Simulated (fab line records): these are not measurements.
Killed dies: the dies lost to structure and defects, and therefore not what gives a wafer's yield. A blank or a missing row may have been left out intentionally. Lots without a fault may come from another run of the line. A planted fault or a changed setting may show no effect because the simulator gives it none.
What tool caused it? | flow n5-finfet | 24 lots, 72 wafers sampled, at 4 steps of a route of 1938

WHAT THE GAUGES SHOWED, per wafer
N5_BEOL_M3_INSPECT_59: inspects for defects (darkfield). Usual: raw-defect-count 76, standard deviation 29.
lot  | measured     | on                | raw-defect-count | flag
L074 | day 7 07:55  | defect-inspect-02 | 34 61 46         |
L075 | day 7 09:09  | defect-inspect-02 | 42 69 31         |
L076 | day 7 18:36  | defect-inspect-01 | 116 71 80        |
L077 | day 8 02:18  | defect-inspect-02 | 32 70 46         |
L078 | day 8 04:09  | defect-inspect-02 | 67 51 56         |
L079 | day 8 15:42  | defect-inspect-01 | 151 144 156      |
L080 | day 8 20:58  | defect-inspect-01 | 51 90 46         |
L081 | day 9 09:10  | defect-inspect-01 | 147 94 102       |
L082 | day 9 10:30  | defect-inspect-01 | 91 104 63        |
L084 | day 9 12:54  | defect-inspect-02 | 60 59 82         |
L083 | day 9 13:16  | defect-inspect-02 | 128 76 59        |
L085 | day 10 01:20 | defect-inspect-02 | 76 67 81         |
L087 | day 10 21:08 | defect-inspect-01 | 113 86 87        |
L086 | day 11 01:21 | defect-inspect-01 | 102 96 90        |
L088 | day 11 03:11 | defect-inspect-02 | 58 43 62         |
L089 | day 11 19:31 | defect-inspect-01 | 88 115 114       |
L090 | day 12 00:03 | defect-inspect-02 | 103 117 108      |
L091 | day 12 00:47 | defect-inspect-01 | 66 77 53         |
L093 | day 12 02:12 | defect-inspect-02 | 60 44 68         |
L092 | day 12 04:25 | defect-inspect-01 | 84 66 55         |
L095 | day 12 15:09 | defect-inspect-01 | 60 64 59         |
L094 | day 12 18:28 | defect-inspect-01 | 61 107 67        |
L097 | day 13 15:34 | defect-inspect-01 | 41 63 85         |
L096 | day 13 21:52 | defect-inspect-02 | 83 60 43         |

TOOL THAT RAN EACH LOT (tool first, then ch and the chambers of the sampled wafers, then the start)
lot  | N5_BEOL_M3_SPUTTER_81        | N5_BEOL_M3_ANNEAL_89         | N5_BEOL_M3_SPUTTER_96
L074 | pvd-sputter-01, day 7 05:28  | pvd-sputter-01, day 7 05:59  | pvd-sputter-01, day 7 06:47
L075 | pvd-sputter-03, day 7 06:46  | pvd-sputter-03, day 7 07:17  | pvd-sputter-03, day 7 08:05
L076 | pvd-sputter-01, day 7 16:06  | pvd-sputter-01, day 7 16:37  | pvd-sputter-01, day 7 17:25
L077 | pvd-sputter-03, day 7 23:54  | pvd-sputter-03, day 8 00:25  | pvd-sputter-03, day 8 01:13
L078 | pvd-sputter-03, day 8 01:44  | pvd-sputter-03, day 8 02:16  | pvd-sputter-03, day 8 03:04
L079 | pvd-sputter-03, day 8 13:19  | pvd-sputter-03, day 8 13:50  | pvd-sputter-03, day 8 14:38
L080 | pvd-sputter-02, day 8 18:34  | pvd-sputter-02, day 8 19:05  | pvd-sputter-02, day 8 19:53
L081 | pvd-sputter-01, day 9 05:53  | pvd-sputter-01, day 9 06:25  | pvd-sputter-01, day 9 08:05
L082 | pvd-sputter-03, day 9 06:55  | pvd-sputter-03, day 9 08:35  | pvd-sputter-03, day 9 09:23
L084 | pvd-sputter-01, day 9 10:30  | pvd-sputter-01, day 9 11:01  | pvd-sputter-01, day 9 11:49
L083 | pvd-sputter-03, day 9 10:44  | pvd-sputter-03, day 9 11:16  | pvd-sputter-03, day 9 12:04
L085 | pvd-sputter-02, day 9 22:49  | pvd-sputter-02, day 9 23:20  | pvd-sputter-02, day 10 00:08
L087 | pvd-sputter-02, day 10 18:42 | pvd-sputter-02, day 10 19:13 | pvd-sputter-02, day 10 20:01
L086 | pvd-sputter-02, day 10 22:55 | pvd-sputter-02, day 10 23:26 | pvd-sputter-02, day 11 00:14
L088 | pvd-sputter-02, day 11 00:46 | pvd-sputter-02, day 11 01:17 | pvd-sputter-02, day 11 02:05
L089 | pvd-sputter-03, day 11 17:07 | pvd-sputter-03, day 11 17:38 | pvd-sputter-03, day 11 18:26
L090 | pvd-sputter-01, day 11 20:11 | pvd-sputter-01, day 11 20:46 | pvd-sputter-01, day 11 21:40
L091 | pvd-sputter-03, day 11 21:06 | pvd-sputter-03, day 11 21:37 | pvd-sputter-03, day 11 22:25
L093 | pvd-sputter-01, day 11 23:21 | pvd-sputter-01, day 11 23:56 | pvd-sputter-01, day 12 00:50
L092 | pvd-sputter-01, day 12 01:31 | pvd-sputter-01, day 12 02:06 | pvd-sputter-01, day 12 03:00
L095 | pvd-sputter-03, day 12 12:45 | pvd-sputter-03, day 12 13:16 | pvd-sputter-03, day 12 14:04
L094 | pvd-sputter-02, day 12 15:58 | pvd-sputter-02, day 12 16:29 | pvd-sputter-02, day 12 17:17
L097 | pvd-sputter-03, day 13 13:10 | pvd-sputter-03, day 13 13:41 | pvd-sputter-03, day 13 14:29
L096 | pvd-sputter-02, day 13 19:29 | pvd-sputter-02, day 13 20:00 | pvd-sputter-02, day 13 20:48
- N5_BEOL_M3_SPUTTER_81: material Cu, target thk 4.5 nm, time 8.29 s.
- N5_BEOL_M3_ANNEAL_89: time 240 s.
- N5_BEOL_M3_SPUTTER_96: material Cu, target thk 4.5 nm, time 8.29 s.

AS READ BY THE TOOLS THEMSELVES (means over the sampled wafers that have a number; for cases with no such wafer, the mark the record gives instead)
N5_BEOL_M3_SPUTTER_81. Usual: throttle-valve-pct 30.1 %, standard deviation 0.75.
lot  | tool           | throttle-valve-pct (%) | flag
L074 | pvd-sputter-01 | 31.1                   |
L075 | pvd-sputter-03 | 30.0                   |
L076 | pvd-sputter-01 | 30.2                   |
L077 | pvd-sputter-03 | 29.9                   |
L078 | pvd-sputter-03 | 29.5                   |
L079 | pvd-sputter-03 | 29.6                   |
L080 | pvd-sputter-02 | 30.2                   |
L081 | pvd-sputter-01 | 30.2                   |
L082 | pvd-sputter-03 | 30.0                   |
L084 | pvd-sputter-01 | 30.9                   |
L083 | pvd-sputter-03 | 29.8                   |
L085 | pvd-sputter-02 | 30.4                   |
L087 | pvd-sputter-02 | 30.0                   |
L086 | pvd-sputter-02 | 30.1                   |
L088 | pvd-sputter-02 | 30.0                   |
L089 | pvd-sputter-03 | 29.7                   |
L090 | pvd-sputter-01 | 29.9                   |
L091 | pvd-sputter-03 | 29.9                   |
L093 | pvd-sputter-01 | 30.9                   |
L092 | pvd-sputter-01 | 30.7                   |
L095 | pvd-sputter-03 | 29.6                   |
L094 | pvd-sputter-02 | 30.5                   |
L097 | pvd-sputter-03 | 29.8                   |
L096 | pvd-sputter-02 | 30.0                   |

N5_BEOL_M3_ANNEAL_89. Usual: heater-power-w 824 W, standard deviation 85.
lot  | tool           | heater-power-w (W) | flag
L074 | pvd-sputter-01 | 750                |
L075 | pvd-sputter-03 | 791                |
L076 | pvd-sputter-01 | 748                |
L077 | pvd-sputter-03 | 814                |
L078 | pvd-sputter-03 | 861                |
L079 | pvd-sputter-03 | 840                |
L080 | pvd-sputter-02 | 857                |
L081 | pvd-sputter-01 | 800                |
L082 | pvd-sputter-03 | 814                |
L084 | pvd-sputter-01 | 699                |
L083 | pvd-sputter-03 | 820                |
L085 | pvd-sputter-02 | 812                |
L087 | pvd-sputter-02 | 873                |
L086 | pvd-sputter-02 | 863                |
L088 | pvd-sputter-02 | 855                |
L089 | pvd-sputter-03 | 860                |
L090 | pvd-sputter-01 | 819                |
L091 | pvd-sputter-03 | 865                |
L093 | pvd-sputter-01 | 758                |
L092 | pvd-sputter-01 | 754                |
L095 | pvd-sputter-03 | 833                |
L094 | pvd-sputter-02 | 870                |
L097 | pvd-sputter-03 | 857                |
L096 | pvd-sputter-02 | 809                |

N5_BEOL_M3_SPUTTER_96. Usual: throttle-valve-pct 30.1 %, standard deviation 0.77.
lot  | tool           | throttle-valve-pct (%) | flag
L074 | pvd-sputter-01 | 30.8                   |
L075 | pvd-sputter-03 | 29.8                   |
L076 | pvd-sputter-01 | 30.3                   |
L077 | pvd-sputter-03 | 30.0                   |
L078 | pvd-sputter-03 | 29.2                   |
L079 | pvd-sputter-03 | 29.7                   |
L080 | pvd-sputter-02 | 30.2                   |
L081 | pvd-sputter-01 | 30.3                   |
L082 | pvd-sputter-03 | 30.1                   |
L084 | pvd-sputter-01 | 30.9                   |
L083 | pvd-sputter-03 | 29.7                   |
L085 | pvd-sputter-02 | 30.3                   |
L087 | pvd-sputter-02 | 30.2                   |
L086 | pvd-sputter-02 | 30.0                   |
L088 | pvd-sputter-02 | 30.0                   |
L089 | pvd-sputter-03 | 29.5                   |
L090 | pvd-sputter-01 | 29.8                   |
L091 | pvd-sputter-03 | 29.8                   |
L093 | pvd-sputter-01 | 31.0                   |
L092 | pvd-sputter-01 | 30.9                   |
L095 | pvd-sputter-03 | 29.5                   |
L094 | pvd-sputter-02 | 30.6                   |
L097 | pvd-sputter-03 | 29.8                   |
L096 | pvd-sputter-02 | 30.1                   |

THE ANSWER, worked out from the rows above alone
Rule: a lot is off if the mean of its wafers that have a number lies more than 3 standard deviations from the usual mean. Also off: a lot with no number at a reading for which 4 or more lots have one. Where the step has rows for the other lots, those lots are counted as sound. First the gauges in route order, then the tools' own readings, where a lot's mean is used as printed above. At the first step where some lot is off, the reading lying furthest off is the one used; lots without a number count as furthest.
No lot is off on any of the readings shown, so nothing can be concluded from this.

WHAT WAS PUT IN BY THE SIMULATOR
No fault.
